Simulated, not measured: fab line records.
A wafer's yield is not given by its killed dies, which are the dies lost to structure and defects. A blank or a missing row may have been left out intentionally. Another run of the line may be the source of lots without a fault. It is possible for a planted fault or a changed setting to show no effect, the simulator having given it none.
fab line records -- flow n5Finfet
record lots=7, wafers=21
route steps=1938 shown BEOL_M1@779 BEOL_M2@843 BEOL_M5@1140 BEOL_M7@1263
startH: hours from the record's first day to the start of the lot's first wafer shown -- waitH: hours elapsed since this lot's preceding step -- " the same as in the row above -- L1.1+2: a row that stands for several wafers -- - value missing, or start not given -- * or withheld: withheld -- < > ~ a bound
route shown NAME@n: names a module that has steps shown in the file, with the first one's number in the route -- usual: mean and standard deviation over wafers with no fault -- same: alike in all rows -- chamber/n: place in a boat -- sites: readings site by site -- _std_site: standard deviation across them -- _edge_site: the outer-site mean with the inner-site mean subtracted -- radiusMm: how far each site lies from the wafer's centre -- mask NAME#n: copy n -- behind: the last tool/chamber to shape the wafer -- hold: the reason the lot was held/the length of the hold in hours/how it ended -- device: the n, p or np transistor that did not switch -- end of line: tests run on the same wafers once the route is complete -- for a step that has no rows: nothing shown but its recipe -- killed: at the first sort, the dies lost to defects and structure; wafer yield is something else -- map: a wafer's dies, marking killed ones x, the rest . and places with no die _
set.NAME: the run value of the setting; set.NAME@STEP: its run value at that earlier step -- model.NAME: the simulator's own value behind a step, which no gauge read
lots where settings were altered on purpose, with a table for each step and a row for each wafer
## steps
# step N5_BEOL_M1_COAT_76
# recipe resist=underlayer, tempC=205, timeS=60, spinRpm=1500, resistThkNm=5
lot.wafer,tool,chamber,startH,waitH,set.timeS
L075.1+5+6,lithoTrack-04,0,-,-,60
L081.1+6,lithoTrack-04,0,-,-,68.02
L081.5,lithoTrack-04,0,-,-,60
L080.1+3+4,lithoTrack-03,0,-,-,60
L083.2+3+5,lithoTrack-02,0,-,-,60
L085.1,lithoTrack-02,0,-,-,47.19
L085.3+6,lithoTrack-02,0,-,-,60
L088.1+2+3,lithoTrack-02,0,-,-,60
L097.1,lithoTrack-02,0,-,-,55.41
L097.5+6,lithoTrack-02,0,-,-,60
# step N5_BEOL_M1_COAT_22
# recipe resist=CAR-EUV, spinRpm=1500, resistThkNm=30
# step N5_BEOL_M1_EBR_24
# recipe solvent=PGMEA, ebrWidthMm=1.5
# step N5_BEOL_M1_DESCUM_33
# recipe chemistry=O2, timeS=7, sourcePowerW=50, biasPowerW=20, pressureMtorr=20, rfFrequencyHz=2.712e+07, tempC=40, resist=CAR-EUV, o2FlowSccm=225
# step N5_BEOL_M1_ETCH_77
# recipe chemistry=N2/H2, target=underlayer, targetDepthA=65, maskMaterial=CAR-EUV, timeS=5.2, ionEnergyEv=200, pressureMtorr=30, sourceW=840, biasW=150, n2FlowSccm=200, h2FlowSccm=200, ends=cleared
# step N5_BEOL_M1_ETCH_69
# recipe chemistry=CF4, target=SiARC, targetDepthA=156, maskMaterial=CAR-EUV, timeS=26, ionEnergyEv=80, pressureMtorr=40, sourceW=545, biasW=36, Ar_flow_sccm=100, cf4FlowSccm=100, ends=cleared
lot.wafer,tool,chamber,startH,waitH,set.spinRpm@BEOL_M1_COAT_68,model.etch.depthNm,model.CAR-EUV_of_BEOL_M1_COAT_22.thkNm
L075.1,rieDiel-03,0,131.35,0.0,1647,11.47,11.4
L075.5,rieDiel-03,1,131.35,0.0,1647,11.53,11.4
L075.6,rieDiel-03,2,131.35,0.0,1500,12.07,11
L081.1,rieDiel-03,0,166.14,0.0,1500,12.03,11
L081.5,rieDiel-03,2,166.14,0.0,1500,12.08,11
L081.6,rieDiel-03,3,166.14,0.0,1500,12.05,11.2
L080.1,rieDiel-02,1,166.54,0.0,1337,12.75,10.4
L080.3,rieDiel-02,0,166.54,0.0,1500,12.04,11.2
L080.4,rieDiel-02,2,166.54,0.0,1500,12.03,11
L083.2,rieDiel-02,1,176.48,0.0,1590,11.61,11.4
L083.3,rieDiel-02,0,176.48,0.0,1500,11.96,11
L083.5,rieDiel-02,2,176.48,0.0,1590,11.67,11.2
L085.1,rieDiel-03,2,189.04,0.0,1500,11.98,11
L085.3,rieDiel-03,0,189.04,0.0,1500,11.97,11
L085.6,rieDiel-03,1,189.04,0.0,1363,12.59,10.6
L088.1,rieDiel-03,3,203.72,0.0,1500,12.03,11
L088.2,rieDiel-03,1,203.72,0.0,1500,12.03,11.2
L088.3,rieDiel-03,0,203.72,0.0,1500,12.01,11.2
L097.1,rieDiel-05,2,263.70,0.0,1500,12.04,11
L097.5,rieDiel-05,1,263.70,0.0,1397,12.48,10.8
L097.6,rieDiel-05,2,263.70,0.0,1500,12.03,11
# step N5_BEOL_M1_ALD_98
# recipe material=SiO2, targetThkA=25, tempC=100, aldPrecursorFamily=BDEAS, aldCoReactant=O2-plasma, pulseTimeS=1, coReactantPulseTimeS=1, purgeTimeS=2, coReactantPurgeTimeS=2, aldCycles=17, pressureTorr=2
# step N5_BEOL_M1_ETCHBACK_99
# recipe chemistry=CHF3, target=SiO2, targetDepthA=50, timeS=10.4, sourceW=215, biasW=47, Ar_flow_sccm=200, CHF3_flow_sccm=12, ionEnergyEv=100, pressureMtorr=30
lot.wafer,tool,chamber,startH,waitH,set.spinRpm@BEOL_M1_COAT_68,model.CAR-EUV_of_BEOL_M1_COAT_22.thkNm
L075.1+5,rieDiel-03,"3,1",131.56,0.1,1647,10.8
L075.6,rieDiel-03,2,131.56,0.1,1500,10.2
L081.1+5+6,rieDiel-03,"3,0,1",174.33,8.1,1500,10.4
L080.1,rieDiel-02,3,174.36,7.7,1337,9.6
L080.3+4,rieDiel-02,"2,1",174.36,7.7,1500,10.4
L083.2+5,rieDiel-02,3,182.92,5.7,1590,10.6
L083.3,rieDiel-02,1,182.92,5.7,1500,10.4
L085.1,rieDiel-02,0,190.94,0.7,1500,10.2
L085.3,rieDiel-02,1,190.94,0.7,1500,10.4
L085.6,rieDiel-02,0,190.94,0.7,1363,9.8
L088.1+2+3,rieDiel-02,"1,0,2",206.57,2.7,1500,10.4
L097.1+6,rieDiel-03,"1,3",265.48,1.5,1500,10.4
L097.5,rieDiel-03,1,265.48,1.5,1397,10
# step N5_BEOL_M2_PECVD_72
# recipe material=SiO2, targetThkA=160, tempC=400, precursor=TEOS/O2, pressureTorr=5.5, rfW=450, teosFlowSccm=53.8, gas=O2, flowSccm=3000, timeS=18
lot.wafer,tool,chamber,startH,waitH,set.timeS,model.SiO2_of_BEOL_M2_PECVD_72.thkNm
L075.1+5,pecvd-04,"2,1",136.12,0.0,18,16
L075.6,pecvd-04,2,136.12,0.0,18,16.2
L081.1,pecvd-01,2,179.17,0.0,18,16.2
L081.5,pecvd-01,2,179.17,0.0,18.73,17
L081.6,pecvd-01,1,179.17,0.0,18,16
L080.1,pecvd-02,2,179.65,0.0,18,15.6
L080.3,pecvd-02,0,179.65,0.0,16.55,14.8
L080.4,pecvd-02,1,179.65,0.0,18,16.8
L083.2,pecvd-02,2,187.89,0.0,18,15.6
L083.3,pecvd-02,0,187.89,0.0,18,15.8
L083.5,pecvd-02,0,187.89,0.0,18,16
L085.1,pecvd-02,2,196.04,0.0,15.77,14
L085.3,pecvd-02,1,196.04,0.0,18,16.2
L085.6,pecvd-02,1,196.04,0.0,18,16.6
L088.1+3,pecvd-04,"0,2",211.26,0.0,18,16.2
L088.2,pecvd-04,1,211.26,0.0,18,15.8
L097.1,pecvd-01,0,270.46,0.0,18,15.6
L097.5,pecvd-01,2,270.46,0.0,19.87,17.6
L097.6,pecvd-01,0,270.46,0.0,18,16
# step N5_BEOL_M5_COAT_66
# recipe resist=SiARC, tempC=220, timeS=60, spinRpm=1500, resistThkNm=12
lot.wafer,tool,chamber,startH,waitH,set.spinRpm,model.SiARC_of_BEOL_M5_COAT_66.thkNm
L075.1+5,lithoTrack-02,0,-,-,1500,12
L075.6,lithoTrack-02,0,-,-,1585,11.6
L080.1+3,lithoTrack-05,0,-,-,1405,12.4
L080.4,lithoTrack-05,0,-,-,1500,12
L081.1+6,lithoTrack-05,0,-,-,1605,11.6
L081.5,lithoTrack-05,0,-,-,1500,12
L083.2+3,lithoTrack-02,0,-,-,1652,11.4
L083.5,lithoTrack-02,0,-,-,1500,12
L085.1,lithoTrack-01,0,-,-,1561,11.8
L085.3+6,lithoTrack-01,0,-,-,1500,12
L088.1+2+3,lithoTrack-01,0,-,-,1500,12
L097.1+5+6,lithoTrack-02,0,-,-,1500,12
# step N5_BEOL_M5_COAT_74
# recipe resist=underlayer, tempC=205, timeS=60, spinRpm=1500, resistThkNm=5
lot.wafer,tool,chamber,startH,waitH,set.tempC
L075.1+5+6,lithoTrack-02,0,-,-,205
L080.1+3+4,lithoTrack-05,0,-,-,205
L081.1+6,lithoTrack-05,0,-,-,199.2
L081.5,lithoTrack-05,0,-,-,205
L083.2,lithoTrack-02,0,-,-,212.8
L083.3+5,lithoTrack-02,0,-,-,205
L085.1,lithoTrack-01,0,-,-,209.9
L085.3+6,lithoTrack-01,0,-,-,205
L088.1+2+3,lithoTrack-01,0,-,-,205
L097.1+6,lithoTrack-02,0,-,-,212.7
L097.5,lithoTrack-02,0,-,-,205
# step N5_BEOL_M5_COAT_22
# recipe resist=CAR-EUV, spinRpm=1500, resistThkNm=30
# step N5_BEOL_M5_EBR_24
# recipe solvent=PGMEA, ebrWidthMm=1.5
# step N5_BEOL_M5_DESCUM_33
# recipe chemistry=O2, timeS=7, sourcePowerW=50, biasPowerW=20, pressureMtorr=20, rfFrequencyHz=2.712e+07, tempC=40, resist=CAR-EUV, o2FlowSccm=225
# step N5_BEOL_M5_ETCH_75
# recipe chemistry=N2/H2, target=underlayer, targetDepthA=65, maskMaterial=CAR-EUV, timeS=5.2, ionEnergyEv=200, pressureMtorr=30, sourceW=840, biasW=150, n2FlowSccm=200, h2FlowSccm=200, ends=cleared
# step N5_BEOL_M5_ETCH_67
# recipe chemistry=CF4, target=SiARC, targetDepthA=156, maskMaterial=CAR-EUV, timeS=26, ionEnergyEv=80, pressureMtorr=40, sourceW=545, biasW=36, Ar_flow_sccm=100, cf4FlowSccm=100, ends=cleared
lot.wafer,tool,chamber,startH,waitH,set.spinRpm@BEOL_M5_COAT_66,model.etch.depthNm
L075.1,rieDiel-03,2,177.84,0.0,1500,11.98
L075.5,rieDiel-03,0,177.84,0.0,1500,11.94
L075.6,rieDiel-03,1,177.84,0.0,1585,11.65
L080.1,rieDiel-02,3,215.99,0.0,1405,12.34
L080.3,rieDiel-02,0,215.99,0.0,1405,12.35
L080.4,rieDiel-02,2,215.99,0.0,1500,11.96
L081.1,rieDiel-03,2,217.83,0.0,1605,11.6
L081.5,rieDiel-03,1,217.83,0.0,1500,12.02
L081.6,rieDiel-03,2,217.83,0.0,1605,11.61
L083.2,rieDiel-05,2,223.35,0.0,1652,11.45
L083.3,rieDiel-05,0,223.35,0.0,1652,11.46
L083.5,rieDiel-05,1,223.35,0.0,1500,12
L085.1,rieDiel-03,2,235.02,0.0,1561,11.84
L085.3+6,rieDiel-03,"0,2",235.02,0.0,1500,12.05
L088.1,rieDiel-03,1,252.29,0.0,1500,12.04
L088.2,rieDiel-03,2,252.29,0.0,1500,12.01
L088.3,rieDiel-03,0,252.29,0.0,1500,12.02
L097.1,rieDiel-02,2,310.88,0.0,1500,12.04
L097.5,rieDiel-02,1,310.88,0.0,1500,12.03
L097.6,rieDiel-02,2,310.88,0.0,1500,12
# step N5_BEOL_M5_SPUTTER_83
# recipe material=Cu, targetThkA=150, tempC=-20, chamberPressurePa=0.07, powerW=withheld, timeS=27.62
lot.wafer,tool,chamber,startH,waitH,set.timeS,model.Cu_of_BEOL_M5_SPUTTER_83.thkNm
L075.1,pvdSputter-03,-,182.13,0.5,28.72,16.2
L075.5,pvdSputter-03,-,182.13,0.5,28.72,-
L075.6,pvdSputter-03,-,182.13,0.5,28.72,16
L080.1,pvdSputter-02,-,220.95,0.5,29.12,16
L080.3,pvdSputter-02,-,220.95,0.5,27.62,15.6
L080.4,pvdSputter-02,-,220.95,0.5,27.62,15.2
L081.1,pvdSputter-01,-,222.94,0.5,27.62,15.4
L081.5+6,pvdSputter-01,-,222.94,0.5,27.62,15
L083.2,pvdSputter-02,-,227.86,0.5,29.5,-
L083.3,pvdSputter-02,-,227.86,0.5,29.5,16.2
L083.5,pvdSputter-02,-,227.86,0.5,27.62,14.8
L085.1+6,pvdSputter-03,-,239.13,0.5,29.93,-
L085.3,pvdSputter-03,-,239.13,0.5,27.62,14.6
L088.1+3,pvdSputter-03,-,256.09,0.5,27.62,14.8
L088.2,pvdSputter-03,-,256.09,0.5,27.62,14.6
L097.1+5,pvdSputter-03,-,315.76,0.5,31.38,-
L097.6,pvdSputter-03,-,315.76,0.5,27.62,15
# step N5_BEOL_M7_ILD_DEP_00
# recipe material=SiCOH_lowk, targetThkA=1797.5, tempC=300, precursor=DEMS/porogen, pressureTorr=5, rfW=500, timeS=33.4
lot.wafer,tool,chamber,startH,waitH,set.timeS,model.SiCOH_lowk_of_BEOL_M7_ILD_DEP_00.thkNm
L075.1,pecvd-04,0,192.75,0.0,33.4,180.8
L075.5,pecvd-04,0,192.75,0.0,33.4,184.6
L075.6,pecvd-04,1,192.75,0.0,33.4,179.2
L080.1,pecvd-04,0,234.05,0.0,33.4,176.2
L080.3,pecvd-04,2,234.05,0.0,33.4,178.2
L080.4,pecvd-04,1,234.05,0.0,33.4,183.6
L083.2,pecvd-02,2,237.40,0.0,33.4,177.4
L083.3,pecvd-02,0,237.40,0.0,36.47,192.4
L083.5,pecvd-02,0,237.40,0.0,36.47,195.6
L081.1,pecvd-02,2,237.64,0.0,33.4,179
L081.5+6,pecvd-02,"1,2",237.64,0.0,33.4,184.8
L085.1,pecvd-02,2,251.12,0.0,35.09,186.6
L085.3,pecvd-02,1,251.12,0.0,35.09,188.4
L085.6,pecvd-02,0,251.12,0.0,33.4,179.6
L088.1,pecvd-04,1,265.34,0.0,33.4,174.2
L088.2,pecvd-04,2,265.34,0.0,33.4,176.6
L088.3,pecvd-04,0,265.34,0.0,33.4,177.8
L097.1,pecvd-04,2,326.91,0.0,33.4,177.6
L097.5,pecvd-04,2,326.91,0.0,33.4,180.2
L097.6,pecvd-04,1,326.91,0.0,33.4,178.8
# step N5_BEOL_M7_CURE_74
# recipe tempC=385, timeS=240, ambient=He/Ar, material=SiCOH_lowk
lot.wafer,tool,chamber,startH,waitH,set.timeS@BEOL_M7_ILD_DEP_00,model.SiCOH_lowk_of_BEOL_M7_ILD_DEP_00.thkNm
L075.1,uvCure-01,0,192.84,0.1,33.4,156
L075.5,uvCure-01,0,192.84,0.1,33.4,159.2
L075.6,uvCure-01,0,192.84,0.1,33.4,154.6
L080.1,uvCure-02,1,234.12,0.0,33.4,151.8
L080.3,uvCure-02,1,234.12,0.0,33.4,153.6
L080.4,uvCure-02,1,234.12,0.0,33.4,158.4
L083.2,uvCure-03,2,237.60,0.2,33.4,153
L083.3,uvCure-03,2,237.60,0.2,36.47,166
L083.5,uvCure-03,2,237.60,0.2,36.47,168.8
L081.1,uvCure-02,1,237.72,0.1,33.4,154.4
L081.5+6,uvCure-02,1,237.72,0.1,33.4,159.4
L085.1,uvCure-01,1,251.18,0.0,35.09,161
L085.3,uvCure-01,1,251.18,0.0,35.09,162.6
L085.6,uvCure-01,1,251.18,0.0,33.4,154.8
L088.1,uvCure-03,2,265.85,0.5,33.4,150.2
L088.2,uvCure-03,2,265.85,0.5,33.4,152.4
L088.3,uvCure-03,2,265.85,0.5,33.4,153.2
L097.1,uvCure-01,1,327.23,0.3,33.4,153
L097.5,uvCure-01,1,327.23,0.3,33.4,155.4
L097.6,uvCure-01,1,327.23,0.3,33.4,154.2
# step N5_BEOL_M7_THK_MEAS_01
# recipe reads=SiCOH_lowk_of_BEOL_M7_ILD_DEP_00
# usual M7_ILD_THK=155.8/2.2
lot.wafer,tool,chamber,startH,waitH,set.timeS@BEOL_M7_ILD_DEP_00,M7_ILD_THK[nm]
L075.1,filmMetro-02,-,193.35,0.4,33.4,155.9
L075.5,filmMetro-02,-,193.35,0.4,33.4,159.3
L075.6,filmMetro-02,-,193.35,0.4,33.4,154.6
L080.1,filmMetro-01,-,235.11,0.8,33.4,151.9
L080.3,filmMetro-01,-,235.11,0.8,33.4,153.6
L080.4,filmMetro-01,-,235.11,0.8,33.4,158.5
L083.2,filmMetro-01,-,238.03,0.4,33.4,153.0
L083.3,filmMetro-01,-,238.03,0.4,36.47,166.1
L083.5,filmMetro-01,-,238.03,0.4,36.47,168.9
L081.1,filmMetro-01,-,238.71,0.8,33.4,154.3
L081.5,filmMetro-01,-,238.71,0.8,33.4,159.3
L081.6,filmMetro-01,-,238.71,0.8,33.4,159.5
L085.1,filmMetro-02,-,251.70,0.4,35.09,161.0
L085.3,filmMetro-02,-,251.70,0.4,35.09,162.6
L085.6,filmMetro-02,-,251.70,0.4,33.4,154.8
L088.1,filmMetro-01,-,266.36,0.4,33.4,150.2
L088.2,filmMetro-01,-,266.36,0.4,33.4,152.4
L088.3,filmMetro-01,-,266.36,0.4,33.4,153.3
L097.1,filmMetro-02,-,327.74,0.4,33.4,153.1
L097.5,filmMetro-02,-,327.74,0.4,33.4,155.4
L097.6,filmMetro-02,-,327.74,0.4,33.4,154.1
# step N5_BEOL_M7_VIA_ETCH_34
# recipe chemistry=C4F6/O2, target=SiCOH_lowk, targetDepthA=1255, maskMaterial=SOC, taperDeg=4, timeS=50.5, ionEnergyEv=250, pressureMtorr=30, sourceW=345, biasW=185, Ar_flow_sccm=300, C4F6_flow_sccm=10, O2_flow_sccm=10
lot.wafer,tool,chamber,startH,waitH,set.timeS,model.etch.depthNm,model.SOC_of_BEOL_M7_COAT_63.thkNm
L075.1,rieDiel-05,1,198.19,0.0,41.12,101.6,55
L075.5,rieDiel-05,0,198.19,0.0,50.5,122.7,54
L075.6,rieDiel-05,1,198.19,0.0,50.5,125.4,54
L080.1,rieDiel-03,0,240.79,0.0,50.5,127,53.8
L080.3,rieDiel-03,2,240.79,0.0,50.5,124.5,54
L080.4,rieDiel-03,1,240.79,0.0,50.5,131.1,53.6
L083.2,rieDiel-02,0,245.17,0.0,57.4,147.4,53
L083.3,rieDiel-02,3,245.17,0.0,57.4,141.8,53.4
L083.5,rieDiel-02,2,245.17,0.0,50.5,122,54.2
L081.1,rieDiel-02,1,245.57,0.0,50.5,124.9,53.8
L081.5,rieDiel-02,3,245.57,0.0,50.5,125,53.8
L081.6,rieDiel-02,2,245.57,0.0,46.74,112.6,54.4
L085.1,rieDiel-03,1,257.50,0.0,43,110.8,54.4
L085.3,rieDiel-03,3,257.50,0.0,50.5,125.9,53.8
L085.6,rieDiel-03,1,257.50,0.0,50.5,129.3,53.6
L088.1,rieDiel-05,1,275.02,0.0,50.5,124.9,54
L088.2,rieDiel-05,2,275.02,0.0,50.5,125.8,53.8
L088.3,rieDiel-05,3,275.02,0.0,50.5,126.9,53.6
L097.1,rieDiel-05,2,332.16,0.0,39.99,100,55.6
L097.5,rieDiel-05,1,332.16,0.0,50.5,122.6,54.6
L097.6,rieDiel-05,0,332.16,0.0,50.5,128.6,54.2
## key
split step=N5_BEOL_M1_COAT_76, setting=timeS, stated=60, by=wafer
response none clear
split step=N5_BEOL_M2_PECVD_72, setting=timeS, stated=18, by=wafer
response step=N5_BEOL_M2_PECVD_72, reading=model.SiO2_of_BEOL_M2_PECVD_72.thkNm, change=+0.185, per=1%, r=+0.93
split step=N5_BEOL_M5_COAT_66, setting=spinRpm, stated=1500, by=wafer
response step=N5_BEOL_M5_COAT_66, reading=model.SiARC_of_BEOL_M5_COAT_66.thkNm, change=-0.0603, per=1%, r=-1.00
response step=N5_BEOL_M5_ETCH_67, reading=model.etch.depthNm, change=-0.0558, per=1%, r=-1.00
split step=N5_BEOL_M5_COAT_74, setting=tempC, stated=205, by=wafer
response none clear
split step=N5_BEOL_M5_SPUTTER_83, setting=timeS, stated=27.62, by=wafer
response step=N5_BEOL_M5_SPUTTER_83, reading=model.Cu_of_BEOL_M5_SPUTTER_83.thkNm, change=+0.162, per=1%, r=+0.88
split step=N5_BEOL_M7_ILD_DEP_00, setting=timeS, stated=33.4, by=wafer
response step=N5_BEOL_M7_ILD_DEP_00, reading=model.SiCOH_lowk_of_BEOL_M7_ILD_DEP_00.thkNm, change=+1.75, per=1%, r=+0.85
response step=N5_BEOL_M7_CURE_74, reading=model.SiCOH_lowk_of_BEOL_M7_ILD_DEP_00.thkNm, change=+1.52, per=1%, r=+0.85
response step=N5_BEOL_M7_THK_MEAS_01, reading=M7_ILD_THK, change=+1.53, per=1%, r=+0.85
split step=N5_BEOL_M7_VIA_ETCH_34, setting=timeS, stated=50.5, by=wafer
response step=N5_BEOL_M7_VIA_ETCH_34, reading=model.etch.depthNm, change=+1.29, per=1%, r=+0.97
response step=N5_BEOL_M7_VIA_ETCH_34, reading=model.SOC_of_BEOL_M7_COAT_63.thkNm, change=-0.0581, per=1%, r=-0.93
split outsideThisFile step=N5_BEOL_M1_COAT_68 setting=spinRpm
# split outsideThisFile: this setting was split too, and the file shows its column; the key of that split is in another file
